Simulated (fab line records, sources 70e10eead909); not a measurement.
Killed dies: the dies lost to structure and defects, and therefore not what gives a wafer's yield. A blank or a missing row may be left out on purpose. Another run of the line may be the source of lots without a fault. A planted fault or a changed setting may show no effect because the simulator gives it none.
One fault through the eyes of 3 desks / flow nandHarc / only its own numbers are on each desk; what lay behind them is given at the end

THE DEFECT DESK
Lot by lot, what the route's inspections counted, given as the mean of those sampled wafers with a number. The brackets show how far a lot's mean lies from the usual mean; more than 4 standard deviations puts the lot out of limits, marked OUT.
Columns: A = rawDefectCount at NHARC_A_ONON_D1_INSPECT_32, usual 74
lot=L438; first seen here=day 8 12:16; A=69
lot=L440; first seen here=day 8 19:42; A=81
lot=L443; first seen here=day 8 23:32; A=62
lot=L442; first seen here=day 8 23:35; A=60
lot=L445; first seen here=day 9 22:31; A=62
lot=L447; first seen here=day 10 08:38; A=44
lot=L453; first seen here=day 11 08:26; A=53
lot=L451; first seen here=day 11 08:48; A=71
lot=L452; first seen here=day 11 21:34; A=68
lot=L455; first seen here=day 12 09:48; A=183
lot=L457; first seen here=day 12 17:27; A=73
lot=L456; first seen here=day 12 17:28; A=76
lot=L458; first seen here=day 12 17:29; A=71
lot=L459; first seen here=day 13 08:01; A=63
lot=L461; first seen here=day 13 19:43; A=91
This desk's finding: nothing out of limits on any of the 15 lots.

METROLOGY DESK
What the gauges read, lot by lot, whatever tool the lot ran on: means of the sampled wafers that have a number. The brackets show how far a lot's mean lies from the usual mean; more than 4 standard deviations puts the lot out of limits, marked OUT.
Columns: A = thkNm at NHARC_A_ONON_D1_THK_MEAS_08, usual 998 nm; B = thkNm at NHARC_A_ONON_D1_THK_MEAS_30, usual 1000 nm; C = overlayXNm at NHARC_A_CHANNEL_HOLE_D1_OVL_MEAS_11, usual 0.0 nm; D = overlayYNm at NHARC_A_CHANNEL_HOLE_D1_OVL_MEAS_11, usual 0.3 nm
lot=L438; first seen here=day 8 00:11; A=1013; B=989; C=-1.2; D=-1.0
lot=L440; first seen here=day 8 05:59; A=996; B=1010; C=0.2; D=1.3
lot=L443; first seen here=day 8 12:25; A=988; B=992; C=0.3; D=-0.8
lot=L442; first seen here=day 8 12:25; A=990; B=1164 (+18) OUT; C=0.4; D=-0.4
lot=L445; first seen here=day 9 10:28; A=997; B=1314 (+34) OUT; C=-; D=-
lot=L447; first seen here=day 9 20:40; A=982; B=1170 (+18) OUT; C=0.3; D=0.3
lot=L453; first seen here=day 10 19:47; A=992; B=1012; C=0.6; D=0.2
lot=L451; first seen here=day 10 20:10; A=999; B=999; C=-0.6; D=-0.1
lot=L452; first seen here=day 11 07:55; A=998; B=1023; C=0.1; D=-0.7
lot=L455; first seen here=day 11 19:04; A=1021; B=1010; C=0.5; D=0.3
lot=L456; first seen here=day 12 03:49; A=979; B=989; C=-0.9; D=0.6
lot=L457; first seen here=day 12 03:50; A=989; B=991; C=-0.2; D=1.1
lot=L458; first seen here=day 12 03:53; A=1026; B=1002; C=1.3; D=2.0
lot=L459; first seen here=day 12 20:44; A=992; B=994; C=0.8; D=1.1
lot=L461; first seen here=day 13 07:47; A=990; B=999; C=-0.7; D=0.0
This desk's verdict: out of limits on L442, L445, L447, starting with L442 at day 8 23:00 (thkNm at NHARC_A_ONON_D1_THK_MEAS_30). Within limits: L438, L440, L443, L453, L451, L452, L455, L456, L457, L458, L459, L461.

FOR THE TOOL OWNER'S DESK: pecvdOnon-03
The tool's own readings at NHARC_A_ONON_D1_DEP_28 (target thk 1000 nm): means of the sampled wafers that have a number, for each lot that ran on this tool. The brackets show how far a lot's mean lies from the usual mean; more than 4 standard deviations puts the lot out of limits, marked OUT.
Columns: A = sih4FlowSccm at NHARC_A_ONON_D1_DEP_28, usual 209.9 sccm
lot=L438; first seen here=day 8 11:13; A=209.1
lot=L442; first seen here=day 8 22:29; A=209.9
lot=L445; first seen here=day 9 21:40; A=209.9
lot=L447; first seen here=day 10 07:34; A=209.8
lot=L457; first seen here=day 12 16:28; A=210.4
lot=L459; first seen here=day 13 06:50; A=209.5
This desk's finding: nothing out of limits on any of the 6 lots.

ALL TOGETHER
On L442, L445, L447, the metrology desk was in a position to raise an alarm at day 8 23:00.
Nothing out of limits was seen by the defect desk.
The tool owner's desk saw nothing out of limits.
The defect desk has L442, L445, L447 on record, within its limits.
Tool owner's desk: L442, L445, L447 on record, inside its limits.
All the named lots went through NHARC_A_ONON_D1_DEP_28 on pecvdOnon-03.

WHAT THE SIMULATOR HAD PUT IN
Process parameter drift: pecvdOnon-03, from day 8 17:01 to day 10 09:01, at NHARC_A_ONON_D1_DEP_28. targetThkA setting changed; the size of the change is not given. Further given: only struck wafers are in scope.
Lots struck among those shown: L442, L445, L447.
Delay in hours, fault start to first out-of-limits reading, per desk: metrology desk 6.
